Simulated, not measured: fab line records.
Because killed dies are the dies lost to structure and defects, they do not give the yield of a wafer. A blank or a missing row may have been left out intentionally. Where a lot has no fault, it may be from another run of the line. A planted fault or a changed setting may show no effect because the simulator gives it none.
fab line records ; flow n5_finfet ; part 2 of 2: steps 4 to 6 of 6
record: lots: 20; wafers: 60; last_day: 18
route steps=1938 shown BEOL_M8@1348 BEOL_M9@1402
lots that met no fault: from a run of the same line without faults
start_h: hours from the record's first day to the start of the lot's first wafer shown ; wait_h: hours from the lot's prior step to this one ; " repeats the value in the row above ; L1.1+2: a row that stands for several wafers ; - no value, or no start was given ; * or withheld: withheld ; < > ~ a bound
route shown NAME@n: a module of which the file shows steps, and the number in the route of the first ; usual: mean/standard deviation of fault-free wafers ; same: alike in all rows ; chamber/n: place in a boat ; sites: the reading at each site ; _std_site: standard deviation across them ; _edge_site: inner sites' mean taken away from outer sites' mean ; radius_mm: how far each site lies from the wafer's centre ; mask NAME#n: copy n ; behind: the last tool/chamber to shape the wafer ; hold: the reason the lot was held/the length of the hold in hours/how it ended ; device: names the non-switching transistor (n, p or np) ; end of line: tests run on the same wafers once the route is complete ; a step without rows: its recipe alone ; killed: at the first sort, the dies lost to defects and structure; wafer yield is something else ; map: a wafer's dies, x killed, . not, _ none there
set.NAME: setting as actually run; set.NAME@STEP: the setting as run at that earlier step ; model.NAME: the simulator's own value behind a step, which no gauge read
the route's steps for a sample of lots (tables are steps, rows are wafers)
services: when a tool's chamber went out of use (start_h, in hours from the record's first day, below 0 if earlier), for how many hours, and the reason
== steps ==
step: N5_BEOL_M8_ETCH_41
recipe: chemistry: CH3F/O2; target: SiCN; target_depth_a: 319; taper_deg: 2; time_s: 57.8; ion_energy_ev: 120; mask_material: TiN; pressure_mtorr: 30; source_w: 395; bias_w: 75; Ar_flow_sccm: 150; CH3F_flow_sccm: 30; O2_flow_sccm: 20
usual: bias_w: 74.93/0.21; drypump_motor_current_A: 5.9/0.45; oes_product_au: 0.82/0.098; rf_vpp_V: 297.1/1.6; showerhead_plenum_p_Torr: 1.99/0.064; throttle_valve_pct: 16.18/0.24
lot.wafer;tool;chamber;start_h;wait_h;bias_w;drypump_motor_current_A;oes_product_au;rf_hours_counter_h;rf_vpp_V;showerhead_plenum_p_Torr;throttle_valve_pct
L074.2;rie_diel-03;0;-;-;75.01;6.3;0.98;2;296.8;1.96;15.75
L074.3;rie_diel-03;2;-;-;74.80;6.4;0.72;206;295.9;1.89;16.28
L074.6;rie_diel-03;1;-;-;74.92;5.8;0.70;-;299.5;2.06;16.30
L077.2;rie_diel-02;2;-;-;75.11;5.6;0.93;23;298.8;2.04;16.46
L077.3;rie_diel-02;3;-;-;74.91;5.9;0.80;102;297.5;2.02;16.33
L077.4;rie_diel-02;1;-;-;75.30;4.8;0.70;239;295.5;1.89;16.31
L076.1;rie_diel-03;1;-;-;74.58;5.8;0.71;215;298.6;2.06;16.32
L076.3;rie_diel-03;2;-;-;75.03;6.4;0.71;207;296.3;1.89;16.28
L076.4;rie_diel-03;0;-;-;74.77;6.3;0.96;-;296.2;1.96;15.77
L078.1;rie_diel-02;2;-;-;75.45;5.6;0.91;27;298.2;2.04;16.46
L078.2;rie_diel-02;3;-;-;74.72;5.8;0.79;105;296.5;2.02;16.36
L078.5;rie_diel-02;2;-;-;75.31;5.6;0.91;-;297.3;2.04;16.45
L080.1;rie_diel-02;2;-;-;74.96;5.6;0.91;29;299.2;2.04;16.46
L080.3;rie_diel-02;3;-;-;75.21;5.8;0.79;108;296.4;2.02;16.37
L080.5;rie_diel-02;0;-;-;74.71;5.5;0.78;-;298.3;2.01;15.97
L079.2;rie_diel-03;0;-;-;74.69;6.3;0.93;11;296.7;1.96;15.77
L079.4;rie_diel-03;2;-;-;74.82;6.4;0.71;-;296.1;1.89;16.29
L079.5;rie_diel-03;1;-;-;74.90;5.8;0.70;-;298.2;2.06;16.33
L081.2;rie_diel-03;1;-;-;74.97;5.8;0.70;224;298.9;2.06;16.32
L081.3;rie_diel-03;0;-;-;75.09;6.3;0.93;13;295.0;1.96;15.77
L081.6;rie_diel-03;1;-;-;75.23;5.8;0.70;-;297.1;2.06;16.32
L082.3;rie_diel-02;1;-;-;74.84;4.8;0.68;249;294.0;1.89;16.33
L082.4;rie_diel-02;0;-;-;75.19;5.5;0.79;125;297.7;2.01;15.96
L082.5;rie_diel-02;2;-;-;75.00;5.6;0.92;-;298.7;2.04;16.44
L083.3;rie_diel-03;2;-;-;74.84;6.4;0.70;229;295.7;1.89;16.31
L083.5;rie_diel-03;3;-;-;74.87;6.3;0.95;-;297.9;1.97;16.24
L083.6;rie_diel-03;0;-;-;74.88;6.3;0.90;-;297.3;1.95;15.79
L084.2;rie_diel-02;2;-;-;75.02;5.6;0.88;45;296.9;2.04;16.50
L084.5;rie_diel-02;3;-;-;74.60;5.8;0.76;-;296.5;2.01;16.40
L084.6;rie_diel-02;0;-;-;74.80;5.5;0.78;-;296.5;2.01;16.00
L086.1;rie_diel-03;0;-;-;75.32;6.3;0.90;26;296.1;1.95;15.80
L086.3;rie_diel-03;1;-;-;74.74;5.8;0.69;238;298.5;2.05;16.35
L086.5;rie_diel-03;3;-;-;74.70;6.3;0.93;-;297.3;1.97;16.23
L085.3;rie_diel-02;3;-;-;75.05;5.8;0.78;124;297.2;2.01;16.40
L085.4;rie_diel-02;0;-;-;75.07;5.5;0.76;-;297.6;2.01;15.99
L085.6;rie_diel-02;3;-;-;75.12;5.8;0.77;-;296.4;2.02;16.39
L088.1;rie_diel-03;0;-;-;74.64;6.3;0.88;33;297.2;1.95;15.82
L088.2;rie_diel-03;3;-;-;75.00;6.3;0.92;17;295.9;1.97;16.26
L088.4;rie_diel-03;1;-;-;75.15;5.8;0.68;246;298.6;2.05;16.36
L089.1;rie_diel-03;1;-;-;74.66;5.8;0.68;247;299.6;2.05;16.37
L089.5;rie_diel-03;3;-;-;74.45;6.3;0.92;-;294.8;1.97;16.24
L089.6;rie_diel-03;2;-;-;75.13;6.4;0.69;-;294.8;1.88;16.34
L091.1;rie_diel-02;3;-;-;74.68;5.8;0.76;132;297.5;2.01;16.39
L091.4;rie_diel-02;1;-;-;75.04;4.8;0.96;6;299.8;2.14;15.88
L091.5;rie_diel-02;2;-;-;74.82;5.6;0.87;-;297.8;2.03;16.50
L090.3;rie_diel-02;2;-;-;74.90;5.6;0.87;54;297.7;2.03;16.49
L090.5;rie_diel-02;2;-;-;75.24;5.6;0.86;-;298.4;2.03;16.50
L090.6;rie_diel-02;3;-;-;75.02;5.8;0.76;-;298.4;2.01;16.40
L093.2;rie_diel-03;3;-;-;74.43;6.3;0.89;26;295.7;1.97;16.27
L093.3;rie_diel-03;0;-;-;74.62;6.3;0.86;-;295.6;1.95;15.82
L093.4;rie_diel-03;3;-;-;74.91;6.3;0.91;-;297.1;1.97;16.24
L092.4;rie_diel-01;2;-;-;75.14;5.6;0.71;230;297.2;1.98;16.16
L092.5;rie_diel-01;2;-;-;74.94;5.6;0.72;-;297.1;1.98;16.16
L092.6;rie_diel-01;3;-;-;75.40;6.2;0.80;-;299.9;2.10;16.07
L096.1;rie_diel-03;1;-;-;74.91;5.8;0.93;13;297.1;2.04;15.93
L096.5;rie_diel-03;2;-;-;75.06;6.4;1.01;-;300.0;2.13;15.89
L096.6;rie_diel-03;3;-;-;74.90;6.3;0.86;-;295.9;1.96;16.31
L097.1;rie_diel-03;2;-;-;74.75;6.4;1.00;1;300.9;2.13;15.90
L097.3;rie_diel-03;3;-;-;74.93;6.3;0.87;45;299.1;1.96;16.30
L097.5;rie_diel-03;0;-;-;75.14;6.3;0.84;-;294.7;1.94;15.89
step: N5_BEOL_M8_ANNEAL_51
recipe: temp_c: 225; time_s: 90; ambient: N2
usual: anneal_temp_c_max: 226.38/0.29; wafer_temp_C_max: 225.76/0.3
lot.wafer;tool;chamber;start_h;wait_h;anneal_temp_c_max;wafer_temp_C_max
L074.2;rtp_anneal-02;0;204.43;0.2;226.24;225.43
L074.3;rtp_anneal-02;0;204.43;0.2;226.11;225.39
L074.6;rtp_anneal-02;0;204.43;0.2;225.91;225.44
L077.2;rtp_anneal-01;0;208.62;0.2;226.53;225.95
L077.3;rtp_anneal-01;0;208.62;0.2;226.45;225.70
L077.4;rtp_anneal-01;0;208.62;0.2;226.44;225.88
L076.1;rtp_anneal-01;0;209.07;0.1;226.30;225.80
L076.3;rtp_anneal-01;0;209.07;0.1;226.33;225.85
L076.4;rtp_anneal-01;0;209.07;0.1;226.22;225.70
L078.1;rtp_anneal-01;0;220.24;0.1;226.40;226.17
L078.2;rtp_anneal-01;0;220.24;0.1;226.07;225.99
L078.5;rtp_anneal-01;0;220.24;0.1;226.61;226.10
L080.1;rtp_anneal-01;0;226.14;0.1;226.27;225.54
L080.3;rtp_anneal-01;0;226.14;0.1;226.14;225.78
L080.5;rtp_anneal-01;0;226.14;0.1;225.92;226.21
L079.2;rtp_anneal-01;0;226.61;0.1;226.03;226.01
L079.4;rtp_anneal-01;0;226.61;0.1;226.77;225.66
L079.5;rtp_anneal-01;0;226.61;0.1;226.40;225.83
L081.2;rtp_anneal-02;0;229.37;0.2;226.65;225.50
L081.3;rtp_anneal-02;0;229.37;0.2;226.63;225.87
L081.6;rtp_anneal-02;0;229.37;0.2;226.20;225.88
L082.3;rtp_anneal-02;0;235.19;0.1;226.63;225.62
L082.4;rtp_anneal-02;0;235.19;0.1;226.61;225.63
L082.5;rtp_anneal-02;0;235.19;0.1;226.44;225.65
L083.3;rtp_anneal-02;0;260.75;0.1;227.17;225.35
L083.5;rtp_anneal-02;0;260.75;0.1;226.62;225.71
L083.6;rtp_anneal-02;0;260.75;0.1;227.09;225.67
L086.1;rtp_anneal-01;0;268.37;0.2;226.00;226.31
L086.3;rtp_anneal-01;0;268.37;0.2;226.28;225.88
L086.5;rtp_anneal-01;0;268.37;0.2;225.87;226.09
L084.2;rtp_anneal-02;0;268.38;0.3;226.77;225.20
L084.5;rtp_anneal-02;0;268.38;0.3;226.24;225.78
L084.6;rtp_anneal-02;0;268.38;0.3;226.49;225.12
L085.3;rtp_anneal-02;0;268.70;0.2;226.47;225.69
L085.4;rtp_anneal-02;0;268.70;0.2;226.39;225.60
L085.6;rtp_anneal-02;0;268.70;0.2;226.38;225.59
L088.1;rtp_anneal-02;0;288.14;0.1;226.59;225.56
L088.2;rtp_anneal-02;0;288.14;0.1;226.88;225.49
L088.4;rtp_anneal-02;0;288.14;0.1;225.98;225.67
L089.1;rtp_anneal-01;0;289.42;0.3;226.25;226.68
L089.5;rtp_anneal-01;0;289.42;0.3;226.30;226.05
L089.6;rtp_anneal-01;0;289.42;0.3;226.21;225.86
L091.1;rtp_anneal-02;0;289.46;0.1;226.54;225.57
L091.4;rtp_anneal-02;0;289.46;0.1;226.60;225.54
L091.5;rtp_anneal-02;0;289.46;0.1;226.47;225.51
L090.3;rtp_anneal-01;0;291.11;0.1;227.33;226.12
L090.5;rtp_anneal-01;0;291.11;0.1;226.24;225.62
L090.6;rtp_anneal-01;0;291.11;0.1;226.59;226.57
L093.2;rtp_anneal-01;0;310.25;0.3;226.24;226.04
L093.3;rtp_anneal-01;0;310.25;0.3;226.42;225.78
L093.4;rtp_anneal-01;0;310.25;0.3;226.63;226.68
L092.4;rtp_anneal-01;0;320.53;1.1;226.29;226.34
L092.5;rtp_anneal-01;0;320.53;1.1;226.48;226.19
L092.6;rtp_anneal-01;0;320.53;1.1;225.82;226.11
L096.1;rtp_anneal-01;0;352.88;0.3;226.40;226.10
L096.5;rtp_anneal-01;0;352.88;0.3;225.89;225.98
L096.6;rtp_anneal-01;0;352.88;0.3;226.20;225.95
L097.1;rtp_anneal-02;0;353.53;0.1;226.56;225.61
L097.3;rtp_anneal-02;0;353.53;0.1;226.34;225.37
L097.5;rtp_anneal-02;0;353.53;0.1;226.36;225.43
step: N5_BEOL_M9_CURE_71
recipe: temp_c: 385; time_s: 240; ambient: He/Ar; material: SiCOH_lowk
usual: lamp_power_pct: 52.31/0.057; wafer_temp_C_max: 386.9/0.59
lot.wafer;tool;chamber;start_h;wait_h;lamp_power_pct;wafer_temp_C_max
L074.2;uv_cure-02;1;205.33;0.1;52.31;387.6
L074.3;uv_cure-02;1;205.33;0.1;52.36;387.3
L074.6;uv_cure-02;1;205.33;0.1;52.31;388.5
L077.2;uv_cure-03;0;209.89;0.5;52.28;387.2
L077.3;uv_cure-03;0;209.89;0.5;52.33;387.0
L077.4;uv_cure-03;0;209.89;0.5;52.28;386.9
L076.1;uv_cure-01;2;210.57;0.7;52.27;387.0
L076.3;uv_cure-01;2;210.57;0.7;52.23;386.5
L076.4;uv_cure-01;2;210.57;0.7;52.28;386.7
L078.1;uv_cure-02;2;221.34;0.3;52.28;386.1
L078.2;uv_cure-02;2;221.34;0.3;52.35;386.7
L078.5;uv_cure-02;2;221.34;0.3;52.38;386.9
L080.1;uv_cure-03;1;227.00;0.0;52.25;386.0
L080.3;uv_cure-03;1;227.00;0.0;52.37;386.3
L080.5;uv_cure-03;1;227.00;0.0;52.42;386.1
L079.2;uv_cure-01;2;227.56;0.2;52.30;387.0
L079.4;uv_cure-01;2;227.56;0.2;52.18;387.1
L079.5;uv_cure-01;2;227.56;0.2;52.25;387.4
L081.2;uv_cure-03;1;230.30;0.2;52.30;386.2
L081.3;uv_cure-03;1;230.30;0.2;52.43;386.0
L081.6;uv_cure-03;1;230.30;0.2;52.39;386.2
L082.3;uv_cure-02;0;236.15;0.2;52.43;387.1
L082.4;uv_cure-02;0;236.15;0.2;52.37;387.1
L082.5;uv_cure-02;0;236.15;0.2;52.39;386.9
L083.3;uv_cure-01;0;261.68;0.2;52.31;387.3
L083.5;uv_cure-01;0;261.68;0.2;52.24;387.3
L083.6;uv_cure-01;0;261.68;0.2;52.21;387.7
L086.1;uv_cure-01;0;269.23;0.0;52.33;387.2
L086.3;uv_cure-01;0;269.23;0.0;52.39;387.1
L086.5;uv_cure-01;0;269.23;0.0;52.32;386.9
L084.2;uv_cure-03;1;269.28;0.1;52.31;385.9
L084.5;uv_cure-03;1;269.28;0.1;52.39;386.6
L084.6;uv_cure-03;1;269.28;0.1;52.36;386.2
L085.3;uv_cure-02;2;269.63;0.2;52.38;386.6
L085.4;uv_cure-02;2;269.63;0.2;52.29;386.1
L085.6;uv_cure-02;2;269.63;0.2;52.29;386.5
L088.1;uv_cure-02;0;289.00;0.0;52.36;387.2
L088.2;uv_cure-02;0;289.00;0.0;52.42;387.0
L088.4;uv_cure-02;0;289.00;0.0;52.27;386.6
L089.1;uv_cure-02;2;290.28;0.0;52.40;386.9
L089.5;uv_cure-02;2;290.28;0.0;52.33;387.2
L089.6;uv_cure-02;2;290.28;0.0;52.31;386.4
L091.1;uv_cure-01;0;290.84;0.5;52.33;387.1
L091.4;uv_cure-01;0;290.84;0.5;52.28;386.8
L091.5;uv_cure-01;0;290.84;0.5;52.27;388.3
L090.3;uv_cure-01;2;292.04;0.2;52.25;386.4
L090.5;uv_cure-01;2;292.04;0.2;52.30;386.6
L090.6;uv_cure-01;2;292.04;0.2;52.35;386.7
L093.2;uv_cure-02;1;311.22;0.2;52.33;387.9
L093.3;uv_cure-02;1;311.22;0.2;52.34;388.6
L093.4;uv_cure-02;1;311.22;0.2;52.35;387.9
L092.4;uv_cure-02;0;321.81;0.6;52.31;386.6
L092.5;uv_cure-02;0;321.81;0.6;52.32;386.2
L092.6;uv_cure-02;0;321.81;0.6;52.27;386.8
L096.1;uv_cure-01;2;353.75;0.0;52.29;386.4
L096.5;uv_cure-01;2;355.03;1.3;52.36;387.1
L096.6;uv_cure-01;2;355.03;1.3;52.27;386.5
L097.1;uv_cure-03;0;354.39;0.0;52.34;388.1
L097.3;uv_cure-03;0;354.39;0.0;52.31;387.2
L097.5;uv_cure-03;0;354.39;0.0;52.26;387.7
== services ==
tool;chamber;start_h;hours;kind
rie_diel-03;0;180.07;-;clean
rie_diel-03;0;180.07;-;consumable_replace:focus_ring
rie_diel-03;0;180.07;19.5;scheduled_down
rie_diel-03;0;180.07;19.5;vent_cycle
rie_diel-03;3;199.55;-;clean
rie_diel-03;3;199.55;-;consumable_replace:focus_ring
rie_diel-03;3;199.55;31.3;scheduled_down
rie_diel-03;3;199.55;31.3;vent_cycle
uv_cure-03;-;213.10;1.4;repair
rie_diel-01;3;225.93;4.2;repair
uv_cure-02;-;231.35;0.9;repair
uv_cure-01;-;234.10;7.5;pm
uv_cure-03;-;244.42;7.1;pm
uv_cure-02;-;260.00;7.5;pm
uv_cure-01;-;271.15;0.8;repair
uv_cure-02;-;283.03;0.3;repair
rie_diel-03;1;296.75;-;clean
rie_diel-03;-;297.60;0.3;repair
rie_diel-03;2;307.14;2.8;repair
rtp_anneal-02;-;316.06;5.5;repair
uv_cure-02;-;323.36;7.1;pm
rie_diel-01;-;326.39;2.8;pm
uv_cure-01;-;341.82;2.8;pm
rie_diel-02;1;347.22;1.7;repair
